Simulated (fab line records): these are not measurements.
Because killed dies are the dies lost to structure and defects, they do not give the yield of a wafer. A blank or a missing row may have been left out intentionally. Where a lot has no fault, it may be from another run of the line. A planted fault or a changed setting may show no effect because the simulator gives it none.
fab line records	flow nand_harc
record: lots: 24	wafers: 72	last_day: 24
route steps=1159 shown P_M2@335 P_BONDPAD@351
lots untouched by any fault: they come from a run of this same line in which no faults occurred
start_h: start of the lot's first displayed wafer, in hours after the record's first day	wait_h: hours elapsed since this lot's preceding step	" unchanged from the row above	L1.1+2: one row covering several wafers at once	- no value, or no start was given	* or withheld: withheld	< > ~ a bound
route shown NAME@n: a module of which the file shows steps, and the number in the route of the first	usual: mean/standard deviation of fault-free wafers	same: alike in all rows	chamber/n: place in a boat	sites: the reading at each site	_std_site: the standard deviation of these	_edge_site: the outer-site mean with the inner-site mean subtracted	radius_mm: how far each site lies from the wafer's centre	mask NAME#n: copy n	behind: the last tool/chamber to shape the wafer	hold: reason for holding the lot/hours on hold/outcome of the hold	device: which transistor (n, p or np) failed to switch	end of line: tests run on the same wafers once the route is complete	for a step that has no rows: nothing shown but its recipe	killed: count of dies lost to structure and defects at first sort (not the wafer's yield)	map: per-die view of a wafer (x killed, . not killed, _ where there is no die)
set.NAME: the run value of the setting; set.NAME@STEP: its run value at that earlier step	model.NAME: the simulator's own value behind a step, which no gauge read
a sample of lots followed through the steps of the route, with each step as a table and each wafer as a row
services: when a tool's chamber went out of use (start_h, in hours from the record's first day, below 0 if earlier), for how many hours, and the reason
== steps ==
step: NHARC_P_M2_STRIP_18
recipe: power_w: 1000	n2_flow_sccm: 150	h2_flow_sccm: 150	ar_flow_sccm: 0	bias_w: 0	chemistry: N2/H2
usual: drypump_motor_current_A: 5.55/0.22	oes_product_au: 0.996/0.016	rf_vpp_V: 90.5/0.85	showerhead_plenum_p_Torr: 2.00/0.08	throttle_valve_pct: 14.172/0.0096
lot.wafer	tool	chamber	start_h	wait_h	drypump_motor_current_A	oes_product_au	rf_hours_counter_h	rf_vpp_V	showerhead_plenum_p_Torr	throttle_valve_pct
L076.2	rie_diel-03	1	135.21	0.1	5.26	0.989	31	89.1	1.98	14.185
L076.5	"	2	"	"	5.78	0.998	-	90.9	2.13	14.174
L076.6	"	1	"	"	5.25	0.980	-	89.0	1.98	14.176
L075.1	rie_diel-03	1	136.13	0.1	5.25	0.984	31	90.2	1.98	14.187
L075.3	"	2	"	"	5.76	1.005	31	90.8	2.13	14.177
L075.6	"	1	"	"	5.26	0.988	-	89.3	1.98	14.173
L074.3	rie_diel-05	2	136.49	0.1	5.79	1.007	5	91.0	1.91	14.169
L074.1	"	3	"	"	5.38	1.011	5	90.9	2.03	14.178
L074.4	"	0	"	"	5.70	1.000	5	91.0	2.08	14.160
L077.4	rie_diel-05	1	145.78	0.1	5.40	1.020	6	90.4	1.90	14.166
L077.3	"	2	"	"	5.73	1.005	6	90.3	1.91	14.165
L077.2	"	0	"	"	5.73	0.998	5	91.4	2.08	14.157
L078.4	rie_diel-05	0	146.12	0.1	5.73	1.008	6	90.1	2.08	14.169
L078.3	"	1	"	"	5.41	1.034	6	90.9	1.90	14.182
L078.6	"	0	"	"	5.77	1.007	-	91.7	2.08	14.157
L079.3	rie_diel-05	1	153.46	0.1	5.41	1.036	6	91.0	1.90	14.167
L079.4	"	1	"	"	5.41	1.021	-	90.5	1.90	14.155
L079.5	"	3	"	"	5.35	1.019	-	91.2	2.03	14.166
L080.2	rie_diel-05	2	160.30	0.1	5.75	1.025	6	88.8	1.91	14.175
L080.6	"	1	"	"	5.40	1.025	-	89.8	1.90	14.153
L080.5	"	2	"	"	5.73	1.012	-	91.5	1.91	14.177
L081.3	rie_diel-03	2	170.72	0.1	5.74	0.995	46	91.0	2.12	14.177
L081.2	"	3	"	"	5.17	0.995	39	90.5	1.97	14.186
L081.4	"	0	"	"	5.71	1.008	40	91.2	2.07	14.157
L083.2	rie_diel-03	0	180.29	0.1	5.65	1.007	42	92.0	2.07	14.185
L083.4	"	1	"	"	5.25	0.987	47	91.8	1.97	14.172
L083.6	"	3	"	"	5.19	0.990	-	90.8	1.97	14.167
L082.1	rie_diel-05	0	180.95	0.1	5.72	0.980	0	93.2	2.08	14.167
L082.6	"	2	"	"	5.72	1.004	-	90.8	1.91	14.177
L082.4	"	3	"	"	5.33	0.987	-	90.5	2.03	14.161
L084.1	rie_diel-05	1	189.92	0.1	5.41	0.994	0	90.0	1.90	14.172
L084.2	"	2	"	"	5.79	1.011	1	90.1	1.91	14.195
L084.3	"	0	"	"	5.70	0.980	1	92.1	2.08	14.182
L086.1	rie_diel-12	0	201.01	0.1	6.09	0.994	33	89.7	1.90	14.187
L086.4	"	1	"	"	5.39	0.995	34	90.3	1.96	14.175
L086.3	"	2	"	"	5.97	1.001	34	91.3	2.19	14.168
L087.1	rie_diel-05	3	201.33	0.1	5.31	0.995	1	90.5	2.03	14.160
L087.3	"	0	"	"	5.71	0.977	1	90.6	2.08	14.182
L087.5	"	0	"	"	5.68	0.982	-	91.0	2.08	14.167
L085.3	rie_diel-05	1	204.04	0.1	5.39	0.982	1	90.7	1.90	14.164
L085.5	"	3	"	"	5.30	0.986	-	90.7	2.03	14.188
L085.6	"	0	"	"	5.72	0.977	-	90.3	2.08	14.183
L089.1	rie_diel-05	2	223.09	0.1	5.77	1.006	2	89.4	1.91	14.171
L089.4	"	2	"	"	5.72	1.005	-	90.2	1.91	14.160
L089.5	"	3	"	"	5.36	1.003	-	90.3	2.03	14.162
L090.4	rie_diel-03	1	225.72	0.1	5.25	0.968	0	88.1	1.97	14.168
L090.1	"	0	"	"	5.76	0.981	0	89.8	2.07	14.162
L090.5	"	2	"	"	5.75	1.010	-	92.0	2.12	14.160
L088.2	rie_diel-05	0	227.34	0.1	5.68	0.967	2	89.7	2.08	14.183
L088.3	"	2	"	"	5.75	0.989	2	90.3	1.91	14.159
L088.1	"	3	"	"	5.37	0.995	2	90.9	2.03	14.167
L091.3	rie_diel-05	0	227.93	0.1	5.72	0.975	2	89.3	2.08	14.186
L091.1	"	2	"	"	5.75	1.004	2	91.0	1.91	14.179
L091.6	"	2	"	"	5.74	0.990	-	88.8	1.91	14.165
L092.3	rie_diel-05	2	237.11	0.1	5.75	1.003	3	88.9	1.91	14.181
L092.1	"	0	"	"	5.68	0.973	3	90.5	2.08	14.164
L092.6	"	3	"	"	5.38	1.000	-	90.4	2.03	14.187
L093.1	rie_diel-05	1	237.54	0.1	5.39	0.976	2	90.6	1.90	14.158
L093.3	"	2	"	"	5.73	1.001	3	89.7	1.91	14.181
L093.6	"	1	"	"	5.40	0.978	-	90.3	1.90	14.171
L094.2	rie_diel-05	3	240.65	0.1	5.36	0.990	3	89.9	2.03	14.163
L094.1	"	0	"	"	5.70	0.976	3	91.2	2.08	14.174
L094.4	"	2	"	"	5.73	1.003	3	89.9	1.91	14.176
L095.1	rie_diel-05	1	247.60	0.1	5.41	0.978	2	90.0	1.90	14.180
L095.4	"	1	"	"	5.41	0.975	-	90.0	1.90	14.168
L095.5	"	0	"	"	5.73	0.974	-	90.7	2.08	14.173
L096.1	rie_diel-05	1	254.27	0.1	5.41	0.979	2	90.2	1.90	14.166
L096.2	"	0	"	"	5.72	0.976	3	91.3	2.08	14.168
L096.6	"	1	"	"	5.43	0.977	-	90.4	1.90	14.168
L097.2	rie_diel-05	3	259.48	0.1	5.37	0.992	3	88.7	2.03	14.188
L097.3	"	0	"	"	5.74	0.983	4	90.5	2.08	14.179
L097.6	"	3	"	"	5.40	0.999	-	92.3	2.03	14.180
step: NHARC_P_M2_PRE_CLEAN_32
recipe: time_s: 12	temp_c: 370	rf_power_w: 300	gas: NH3
usual: heater_power_w: 629/85
lot.wafer	tool	chamber	start_h	wait_h	heater_power_w
L076.2	pecvd-03	0	137.51	0.1	684
L076.5	"	0	"	"	673
L076.6	"	0	"	"	706
L075.3	pecvd-01	0	138.41	0.1	700
L075.1	"	1	"	"	549
L075.6	"	2	"	"	426
L074.1	pecvd-01	0	138.75	0.1	646
L074.3	"	1	"	"	542
L074.4	"	0	"	"	645
L077.2	pecvd-03	1	148.05	0.1	596
L077.3	"	2	"	"	685
L077.4	"	2	"	"	682
L078.3	pecvd-01	0	148.35	0.1	725
L078.6	"	0	"	"	746
L078.4	"	2	"	"	427
L079.3	pecvd-01	1	155.77	0.1	503
L079.4	"	1	"	"	488
L079.5	"	2	"	"	405
L080.2	pecvd-01	0	162.63	0.1	724
L080.5	"	0	"	"	722
L080.6	"	2	"	"	454
L081.3	pecvd-03	1	173.02	0.1	595
L081.2	"	0	"	"	680
L081.4	"	0	"	"	676
L083.2	pecvd-03	1	183.19	0.1	619
L083.4	"	1	"	"	616
L083.6	"	2	"	"	700
L082.1	pecvd-03	2	183.81	0.1	701
L082.4	"	2	"	"	698
L082.6	"	0	"	"	741
L084.2	pecvd-01	1	192.50	0.1	524
L084.3	"	2	"	"	496
L084.1	"	0	"	"	702
L086.1	pecvd-03	0	203.52	0.1	705
L086.3	"	1	"	"	518
L086.4	"	2	"	"	577
L087.1	pecvd-03	2	204.57	0.9	698
L087.3	"	1	"	"	622
L087.5	"	2	"	"	703
L085.3	pecvd-03	0	206.78	0.2	712
L085.5	"	1	"	"	627
L085.6	"	0	"	"	719
L089.1	pecvd-03	2	225.47	0.1	625
L089.5	"	2	"	"	620
L089.4	"	0	"	"	638
L090.1	pecvd-03	0	227.99	0.1	616
L090.5	"	2	"	"	631
L090.4	"	1	"	"	569
L088.2	pecvd-04	0	229.83	0.1	790
L088.3	"	1	"	"	763
L088.1	"	2	"	"	581
L091.3	pecvd-03	2	230.88	0.5	684
L091.1	"	0	"	"	700
L091.6	"	1	"	"	577
L092.3	pecvd-03	2	239.39	0.1	646
L092.1	"	0	"	"	693
L092.6	"	2	"	"	648
L093.3	pecvd-03	2	239.80	0.1	696
L093.1	"	0	"	"	707
L093.6	"	0	"	"	709
L094.2	pecvd-03	2	242.94	0.1	635
L094.1	"	0	"	"	705
L094.4	"	2	"	"	636
L095.1	pecvd-03	2	249.98	0.1	685
L095.4	"	1	"	"	626
L095.5	"	0	"	"	631
L096.2	pecvd-03	1	258.48	0.2	578
L096.1	"	0	"	"	711
L096.6	"	2	"	"	596
L097.2	pecvd-03	1	261.75	0.1	528
L097.3	"	0	"	"	680
L097.6	"	0	"	"	670
step: NHARC_P_BONDPAD_DEP_00
recipe: target_thk_a: 2500	temp_c: 370	target_thk_nm: 250	pressure_torr: 3	flow_sccm: 200	rf_w: 450	material: SiCN
usual: heater_power_w: 593/99
lot.wafer	tool	chamber	start_h	wait_h	heater_power_w
L076.2	pecvd-03	0	138.75	0.8	641
L076.5	"	0	"	"	683
L076.6	"	0	"	"	679
L075.1	pecvd-04	0	138.95	-	631
L075.3	"	1	"	"	825
L075.6	"	1	"	"	834
L074.3	pecvd-04	1	139.25	-	767
L074.1	"	0	"	"	630
L074.4	"	1	"	"	761
L077.2	pecvd-03	2	-	-	620
L077.3	"	0	"	"	658
L077.4	"	1	"	"	491
L078.3	pecvd-01	2	-	-	406
L078.4	"	2	"	"	426
L078.6	"	0	"	"	694
L079.3	pecvd-03	0	156.31	-	577
L079.5	"	2	"	"	621
L079.4	"	1	"	"	511
L080.2	pecvd-03	1	163.12	-	482
L080.5	"	1	"	"	488
L080.6	"	2	"	"	655
L081.2	pecvd-04	1	173.56	-	746
L081.3	"	2	"	"	620
L081.4	"	2	"	"	623
L083.2	pecvd-01	1	183.74	-	489
L083.6	"	0	"	"	696
L083.4	"	1	"	"	509
L082.1	pecvd-01	0	184.33	-	685
L082.6	"	2	"	"	401
L082.4	"	1	"	"	489
L084.1	pecvd-01	0	-	-	693
L084.3	"	1	"	"	449
L084.2	"	2	"	"	406
L086.1	pecvd-03	1	-	-	537
L086.3	"	2	"	"	640
L086.4	"	2	"	"	626
L087.1	pecvd-03	1	-	-	552
L087.3	"	2	"	"	631
L087.5	"	0	"	"	664
L085.3	pecvd-03	1	-	-	556
L085.5	"	0	"	"	585
L085.6	"	1	"	"	563
L089.1	pecvd-01	1	226.21	-	486
L089.4	"	1	"	"	492
L089.5	"	2	"	"	413
L090.1	pecvd-01	1	228.48	-	496
L090.5	"	1	"	"	505
L090.4	"	0	"	"	692
L088.1	pecvd-03	1	230.32	-	530
L088.3	"	2	"	"	607
L088.2	"	0	"	"	616
L091.1	pecvd-04	1	231.43	-	710
L091.3	"	2	"	"	475
L091.6	"	1	"	"	760
L092.3	pecvd-04	1	239.87	-	766
L092.1	"	0	"	"	725
L092.6	"	2	"	"	485
L093.3	pecvd-03	1	-	-	540
L093.1	"	0	"	"	595
L093.6	"	2	"	"	637
L094.2	pecvd-03	0	-	-	566
L094.1	"	1	"	"	513
L094.4	"	1	"	"	520
L095.1	pecvd-03	2	-	-	629
L095.5	"	0	"	"	554
L095.4	"	1	"	"	556
L096.1	pecvd-03	0	-	-	683
L096.2	"	1	"	"	461
L096.6	"	0	"	"	666
L097.3	pecvd-04	1	262.23	-	690
L097.2	"	2	"	"	531
L097.6	"	2	"	"	551
step: NHARC_P_BONDPAD_CMP_32
recipe: target_thk_nm: 200	material: SiCN
usual: motor_current_A: 12.1/1.1
lot.wafer	tool	chamber	start_h	wait_h	motor_current_A
L075.1	cmp-04	1	139.34	-	13.0
L075.3	"	2	"	"	9.4
L075.6	"	0	"	"	12.2
L076.2	cmp-02	1	139.61	0.7	12.6
L076.6	"	3	"	"	10.9
L076.5	"	0	"	"	11.6
L074.1	cmp-03	2	139.65	-	13.0
L074.4	"	3	"	"	13.0
L074.3	"	0	"	"	11.2
L077.2	cmp-02	2	148.93	-	11.8
L077.3	"	3	"	"	10.8
L077.4	"	1	"	"	13.2
L078.3	cmp-04	1	149.25	-	13.2
L078.4	"	2	"	"	10.4
L078.6	"	1	"	"	12.7
L079.3	cmp-02	3	156.69	-	11.8
L079.4	"	0	"	"	11.9
L079.5	"	3	"	"	11.5
L080.2	cmp-02	3	163.60	-	11.7
L080.5	"	0	"	"	12.6
L080.6	"	1	"	"	13.3
L081.2	cmp-04	1	173.93	-	12.9
L081.3	"	3	"	"	13.5
L081.4	"	0	"	"	11.6
L083.4	cmp-04	2	184.10	-	10.2
L083.2	"	0	"	"	11.6
L083.6	"	2	"	"	9.8
L082.4	cmp-02	1	184.70	-	13.4
L082.1	"	3	"	"	11.0
L082.6	"	2	"	"	11.4
L084.3	cmp-03	2	193.38	-	12.1
L084.1	"	3	"	"	13.2
L084.2	"	0	"	"	11.2
L086.1	cmp-03	3	204.53	-	13.0
L086.3	"	0	"	"	11.3
L086.4	"	1	"	"	12.6
L087.3	cmp-03	3	205.44	-	12.3
L087.1	"	2	"	"	12.1
L087.5	"	0	"	"	11.3
L085.3	cmp-04	2	207.71	-	9.8
L085.5	"	3	"	"	13.8
L085.6	"	0	"	"	12.5
L089.4	cmp-02	3	226.60	-	11.0
L089.1	"	0	"	"	11.9
L089.5	"	3	"	"	11.2
L090.1	cmp-03	1	228.88	-	12.8
L090.4	"	0	"	"	11.1
L090.5	"	1	"	"	12.9
L088.3	cmp-04	1	230.72	-	12.9
L088.1	"	3	"	"	13.5
L088.2	"	0	"	"	12.8
L091.3	cmp-04	3	231.86	-	13.8
L091.1	"	1	"	"	13.6
L091.6	"	2	"	"	9.7
L092.1	cmp-03	2	240.28	-	12.2
L092.3	"	0	"	"	11.2
L092.6	"	2	"	"	12.1
L093.3	cmp-04	2	240.70	-	10.0
L093.1	"	0	"	"	12.7
L093.6	"	1	"	"	13.4
L094.4	cmp-02	3	243.83	-	11.6
L094.1	"	0	"	"	11.5
L094.2	"	1	"	"	12.4
L095.1	cmp-02	2	250.90	-	11.9
L095.4	"	3	"	"	11.8
L095.5	"	0	"	"	12.2
L096.1	cmp-02	2	259.36	-	11.2
L096.2	"	3	"	"	11.5
L096.6	"	3	"	"	11.6
L097.2	cmp-04	1	262.66	-	13.4
L097.3	"	2	"	"	9.6
L097.6	"	1	"	"	12.8
step: NHARC_P_BONDPAD_ETCH_37
recipe: target_depth_a: 600	overetch_a: 180	time_s: 65.91	ion_energy_ev: 200	n2_flow_sccm: 150	h2_flow_sccm: 150	ar_flow_sccm: 0	rf_w: 400	bias_w: 150	chemistry: N2/H2
usual: drypump_motor_current_A: 5.8/0.32	oes_product_au: 0.998/0.014	rf_vpp_V: 430.1/2.8	showerhead_plenum_p_Torr: 2.03/0.094	throttle_valve_pct: 14.172/0.011
lot.wafer	tool	chamber	start_h	wait_h	drypump_motor_current_A	oes_product_au	rf_hours_counter_h	rf_vpp_V	showerhead_plenum_p_Torr	throttle_valve_pct
L075.3	rie_diel-02	2	140.44	0.1	6.5	0.994	52	426.0	1.89	14.153
L075.1	"	3	"	"	6.7	0.969	58	434.4	2.17	14.166
L075.6	"	1	"	"	5.4	0.984	-	427.9	1.91	14.171
L076.2	rie_diel-02	1	140.58	0.1	5.4	0.986	59	426.3	1.91	14.185
L076.6	"	0	"	"	5.4	0.985	-	433.3	2.15	14.163
L076.5	"	1	"	"	5.4	0.990	-	425.4	1.91	14.174
L074.3	rie_diel-04	1	140.64	0.1	5.7	0.985	2	427.0	1.93	14.169
L074.4	"	2	"	"	5.5	0.995	2	432.0	2.13	14.186
L074.1	"	0	"	"	5.7	1.010	2	432.7	2.12	14.169
L077.4	rie_diel-04	0	150.06	0.1	5.7	1.005	3	431.7	2.12	14.164
L077.2	"	1	"	"	5.7	0.994	3	427.3	1.93	14.152
L077.3	"	2	"	"	5.6	0.990	3	432.0	2.12	14.172
L078.4	rie_diel-11	1	150.35	0.1	5.7	1.002	43	432.7	2.12	14.164
L078.3	"	3	"	"	6.0	1.005	47	429.2	2.02	14.176
L078.6	"	1	"	"	5.7	0.998	-	431.5	2.12	14.164
L079.3	rie_diel-04	1	157.66	0.1	5.7	1.007	3	429.3	1.93	14.154
L079.4	"	2	"	"	5.5	0.992	3	433.2	2.12	14.161
L079.5	"	1	"	"	5.7	0.993	-	427.2	1.93	14.177
L080.2	rie_diel-11	3	164.64	0.1	6.0	0.996	54	428.4	2.01	14.160
L080.6	"	3	"	"	6.0	0.993	-	430.1	2.01	14.178
L080.5	"	0	"	"	6.0	1.019	-	428.4	1.95	14.166
L081.4	rie_diel-04	1	174.92	0.1	5.7	1.003	5	426.6	1.93	14.164
L081.2	"	2	"	"	5.6	0.994	5	432.3	2.12	14.155
L081.3	"	3	"	"	5.9	0.969	5	426.7	1.94	14.187
L083.4	rie_diel-04	0	185.09	0.1	5.7	1.013	5	433.4	2.12	14.175
L083.2	"	2	"	"	5.5	1.002	5	433.4	2.12	14.168
L083.6	"	0	"	"	5.7	1.015	-	431.9	2.12	14.172
L082.1	rie_diel-04	1	185.82	0.1	5.7	1.004	5	429.1	1.93	14.164
L082.4	"	1	"	"	5.7	0.987	-	428.2	1.93	14.178
L082.6	"	0	"	"	5.7	1.014	-	432.6	2.12	14.200
L084.2	rie_diel-02	1	194.51	0.1	5.4	0.988	14	426.0	1.91	14.175
L084.3	"	2	"	"	6.5	0.992	14	426.8	1.89	14.168
L084.1	"	3	"	"	6.7	0.984	15	433.7	2.17	14.181
L086.3	rie_diel-04	1	205.65	0.1	5.7	1.000	7	427.6	1.93	14.164
L086.1	"	3	"	"	5.8	0.983	8	427.6	1.94	14.165
L086.4	"	0	"	"	5.7	1.019	6	433.3	2.12	14.190
L087.1	rie_diel-04	3	206.55	0.1	5.9	0.972	8	427.7	1.94	14.178
L087.3	"	0	"	"	5.7	1.010	6	432.2	2.12	14.193
L087.5	"	0	"	"	5.7	1.016	-	431.9	2.12	14.189
L085.3	rie_diel-04	3	208.77	0.1	5.8	0.978	8	426.0	1.94	14.169
L085.5	"	3	"	"	5.9	0.984	-	427.0	1.94	14.163
L085.6	"	0	"	"	5.7	1.028	-	431.5	2.12	14.171
L089.4	rie_diel-11	3	227.74	0.1	6.0	0.997	9	429.0	2.01	14.174
L089.1	"	0	"	"	6.1	1.018	9	427.7	1.94	14.170
L089.5	"	0	"	"	6.1	1.013	-	427.8	1.94	14.162
L090.4	rie_diel-11	2	229.90	0.1	6.4	1.005	12	428.9	1.97	14.176
L090.1	"	3	"	"	6.0	0.994	10	428.5	2.01	14.163
L090.5	"	2	"	"	6.4	1.004	-	429.0	1.97	14.184
L088.3	rie_diel-04	0	231.84	0.1	5.7	1.025	9	433.2	2.12	14.170
L088.1	"	2	"	"	5.6	0.996	8	432.7	2.12	14.177
L088.2	"	3	"	"	5.8	0.996	11	426.7	1.94	14.173
L091.3	rie_diel-11	3	232.94	0.1	6.0	1.000	11	429.3	2.00	14.177
L091.1	"	0	"	"	6.1	1.019	11	426.7	1.94	14.170
L091.6	"	3	"	"	6.0	1.006	-	429.0	2.00	14.162
L092.3	rie_diel-04	0	241.41	0.1	5.6	1.019	10	433.5	2.12	14.175
L092.1	"	2	"	"	5.6	1.000	10	430.9	2.12	14.182
L092.6	"	3	"	"	5.9	0.983	-	428.1	1.94	14.167
L093.1	rie_diel-11	0	241.68	0.1	6.0	1.010	14	427.8	1.94	14.169
L093.3	"	2	"	"	6.4	1.013	16	429.7	1.97	14.162
L093.6	"	0	"	"	6.1	1.019	-	428.5	1.94	14.170
L094.1	rie_diel-04	3	244.99	0.1	5.9	0.978	12	428.4	1.94	14.169
L094.2	"	0	"	"	5.7	1.022	11	433.1	2.12	14.170
L094.4	"	2	"	"	5.6	0.994	-	432.8	2.12	14.161
L095.4	rie_diel-04	2	251.87	0.1	5.5	1.001	10	432.2	2.12	14.175
L095.1	"	0	"	"	5.7	1.027	11	433.2	2.12	14.190
L095.5	"	2	"	"	5.5	0.998	-	434.4	2.12	14.193
L096.1	rie_diel-02	0	260.55	0.1	5.4	0.986	43	432.6	2.13	14.168
L096.2	"	3	"	"	6.7	0.981	42	434.5	2.16	14.174
L096.6	"	0	"	"	5.4	0.987	-	433.0	2.13	14.183
L097.3	rie_diel-11	3	263.75	0.1	6.0	1.003	24	430.3	2.00	14.185
L097.2	"	1	"	"	5.7	0.991	26	432.1	2.10	14.177
L097.6	"	3	"	"	6.0	0.990	-	429.9	2.00	14.172
step: NHARC_P_BONDPAD_PVD_17
recipe: target_thk_a: 50	bias_v: 168.6	power_w: 15000	chamber_pressure_pa: 0.12	time_s: 8.06	substrate_temp_c: 50	material: TaN
usual: cathode_dc_power_W: 15000/2.7	throttle_valve_pct: 30.2/0.9
lot.wafer	tool	chamber	start_h	wait_h	cathode_dc_power_W	throttle_valve_pct
L075.1	pvd_sputter-02	-	-	-	15001	30.3
L075.3	"	-	"	"	14997	30.4
L075.6	"	-	"	"	15002	30.2
L076.2	pvd_sputter-03	-	-	-	15002	29.4
L076.5	"	-	"	"	14999	27.7
L076.6	"	-	"	"	15001	28.4
L074.4	pvd_sputter-02	-	-	-	15000	30.4
L074.3	"	-	"	"	14993	31.2
L074.1	"	-	"	"	14999	30.4
L077.4	pvd_sputter-03	-	-	-	14999	28.1
L077.2	"	-	"	"	14993	31.8
L077.3	"	-	"	"	14998	27.5
L078.3	pvd_sputter-01	-	-	-	14997	31.3
L078.4	"	-	"	"	14997	29.2
L078.6	"	-	"	"	15003	31.4
L079.4	pvd_sputter-02	-	-	-	14996	30.5
L079.3	"	-	"	"	14998	30.6
L079.5	"	-	"	"	15001	30.5
L080.2	pvd_sputter-02	-	-	-	14998	31.2
L080.6	"	-	"	"	15001	30.5
L080.5	"	-	"	"	14997	30.3
L081.3	pvd_sputter-01	-	-	-	15000	30.5
L081.2	"	-	"	"	14998	31.1
L081.4	"	-	"	"	14998	29.3
L083.2	pvd_sputter-02	-	-	-	15002	30.3
L083.4	"	-	"	"	15000	30.2
L083.6	"	-	"	"	15004	30.8
L082.4	pvd_sputter-02	-	-	-	15000	31.2
L082.1	"	-	"	"	15003	30.1
L082.6	"	-	"	"	15003	30.2
L084.3	pvd_sputter-02	-	-	-	15001	30.1
L084.1	"	-	"	"	15001	31.2
L084.2	"	-	"	"	14998	30.3
L086.4	pvd_sputter-01	-	-	-	14999	30.6
L086.3	"	-	"	"	15002	31.2
L086.1	"	-	"	"	15002	29.6
L087.1	pvd_sputter-02	-	-	-	15002	31.4
L087.3	"	-	"	"	15000	30.7
L087.5	"	-	"	"	15005	30.5
L085.3	pvd_sputter-01	-	-	-	15000	30.2
L085.6	"	-	"	"	15003	29.3
L085.5	"	-	"	"	15000	30.2
L089.1	pvd_sputter-01	-	-	-	14998	30.4
L089.4	"	-	"	"	15001	31.0
L089.5	"	-	"	"	15002	29.3
L090.1	pvd_sputter-02	-	-	-	15002	29.8
L090.4	"	-	"	"	15003	31.2
L090.5	"	-	"	"	15001	30.0
L088.3	pvd_sputter-03	-	-	-	15004	29.4
L088.1	"	-	"	"	15001	27.7
L088.2	"	-	"	"	14999	28.2
L091.1	pvd_sputter-03	-	-	-	14996	29.3
L091.3	"	-	"	"	15002	28.2
L091.6	"	-	"	"	15002	31.4
L092.3	pvd_sputter-01	-	-	-	15001	30.2
L092.1	"	-	"	"	15001	31.5
L092.6	"	-	"	"	15001	29.7
L093.3	pvd_sputter-02	-	-	-	15000	30.2
L093.1	"	-	"	"	15000	30.1
L093.6	"	-	"	"	15003	30.2
L094.2	pvd_sputter-01	-	-	-	15002	29.4
L094.4	"	-	"	"	15003	31.2
L094.1	"	-	"	"	15001	30.2
L095.4	pvd_sputter-02	-	-	-	15001	30.1
L095.1	"	-	"	"	14997	30.2
L095.5	"	-	"	"	15002	30.2
L096.2	pvd_sputter-02	-	-	-	15003	30.1
L096.1	"	-	"	"	15000	30.1
L096.6	"	-	"	"	15005	31.0
L097.2	pvd_sputter-02	-	-	-	15000	29.9
L097.3	"	-	"	"	14996	30.9
L097.6	"	-	"	"	14999	30.2
== services ==
tool	chamber	start_h	hours	kind
pecvd-03	-	111.70	0.5	repair
rie_diel-04	-	111.90	9.0	pm
cmp-04	-	120.38	0.9	repair
cmp-02	-	128.61	4.0	pm
pecvd-03	1	132.95	12.2	repair
pecvd-03	2	136.42	11.0	repair
rie_diel-05	2	147.80	9.8	repair
pvd_sputter-02	-	152.70	2.4	repair
rie_diel-05	-	163.60	9.0	pm
cmp-02	-	185.38	1.0	repair
rie_diel-04	2	185.65	9.5	repair
rie_diel-04	-	189.96	0.5	repair
rie_diel-04	0	190.58	9.3	repair
rie_diel-05	-	193.21	0.1	repair
cmp-04	-	196.04	1.2	repair
cmp-04	-	199.58	1.4	repair
cmp-04	-	203.01	4.0	pm
cmp-02	-	208.15	2.0	repair
pvd_sputter-02	-	214.00	10.0	pm
rie_diel-05	1	217.38	12.8	repair
rie_diel-05	0	221.54	1.6	repair
pecvd-01	-	237.34	13.0	pm
rie_diel-04	1	240.11	6.5	repair
rie_diel-05	3	243.16	6.4	repair
== key ==
fault none
